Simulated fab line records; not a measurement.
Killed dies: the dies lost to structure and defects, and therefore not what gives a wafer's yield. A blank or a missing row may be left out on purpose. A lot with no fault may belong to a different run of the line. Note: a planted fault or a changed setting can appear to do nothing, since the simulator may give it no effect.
One fault seen from 2 desks :: flow nand_harc :: numbers are kept per desk, each desk with only its own; the story behind them comes last

== AT THE TOOL OWNER'S DESK: litho_track-01 ==
Per lot that ran on this tool, the mean of the sampled wafers carrying a number, from the tool's own readings at NHARC_A_CHANNEL_HOLE_D1_SOFTBAKE_05 (time 55 s). Any lot whose mean is over 4 standard deviations away from the usual mean is out of limits and marked OUT; that distance is given in the brackets.
Columns: A = chill_plate_temp_C at NHARC_A_CHANNEL_HOLE_D1_SOFTBAKE_05, usual 22.99 C; B = heater_power_total_W at NHARC_A_CHANNEL_HOLE_D1_SOFTBAKE_05, usual 188.43 W; C = plate_temp_C at NHARC_A_CHANNEL_HOLE_D1_SOFTBAKE_05, usual 105.03 C
lot: L936
first seen here: day 12 11:00
A: 22.92
B: 190.33 (+15) OUT
C: 104.94

lot: L937
first seen here: day 12 17:00
A: 23.03
B: 191.37 (+23) OUT
C: 104.92

lot: L940
first seen here: day 13 21:00
A: 23.02
B: 190.44 (+15) OUT
C: 104.86

lot: L946
first seen here: day 16 14:00
A: 23.00
B: 188.41
C: 104.95

lot: L949
first seen here: day 18 00:00
A: 22.92
B: 188.38
C: 105.07
Finding of this desk: L936, L937, L940 out of limits; the first was L936 at day 12 11:00, on heater_power_total_W at NHARC_A_CHANNEL_HOLE_D1_SOFTBAKE_05. L946, L949 stayed within limits.

== METROLOGY DESK ==
What the gauges read for every lot (on any tool): the sampled wafers with a number, averaged. Any lot whose mean is over 4 standard deviations away from the usual mean is out of limits and marked OUT; that distance is given in the brackets.
Columns: A = thk_nm at NHARC_A_ONON_D1_THK_MEAS_34, usual 200.2 nm
lot: L929
first seen here: day 8 19:39
A: 199.8

lot: L930
first seen here: day 9 14:16
A: 199.8

lot: L936
first seen here: day 12 07:56
A: 197.4

lot: L937
first seen here: day 12 15:02
A: 200.4

lot: L940
first seen here: day 13 18:50
A: 202.4

lot: L942
first seen here: day 14 17:10
A: 198.4

lot: L943
first seen here: day 15 01:41
A: 203.0

lot: L945
first seen here: day 16 04:21
A: 200.2

lot: L947
first seen here: day 16 11:49
A: 202.0

lot: L946
first seen here: day 16 11:58
A: 198.4

lot: L948
first seen here: day 17 04:28
A: 198.4

lot: L950
first seen here: day 17 19:46
A: 197.7

lot: L949
first seen here: day 17 19:47
A: 198.9
This desk found nothing out of limits on any of the 13 lots.

== ALL TOGETHER ==
The tool owner's desk had the chance to raise an alarm at day 12 11:00 on L936, L937, L940.
Nothing out of limits was seen by the metrology desk.
The metrology desk holds a record of L936, L937, L940, inside its limits.
On litho_track-01, each named lot ran NHARC_A_CHANNEL_HOLE_D1_SOFTBAKE_05.

== WHAT THE SIMULATOR HAD PUT IN ==
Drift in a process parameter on litho_track-01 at NHARC_A_CHANNEL_HOLE_D1_SOFTBAKE_05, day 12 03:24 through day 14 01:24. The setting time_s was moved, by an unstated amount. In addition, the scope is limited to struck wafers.
Lots struck among those shown: L936, L937, L940.
How many hours passed from the start of the fault until each desk's first out-of-limits reading: the tool owner's desk, 8.
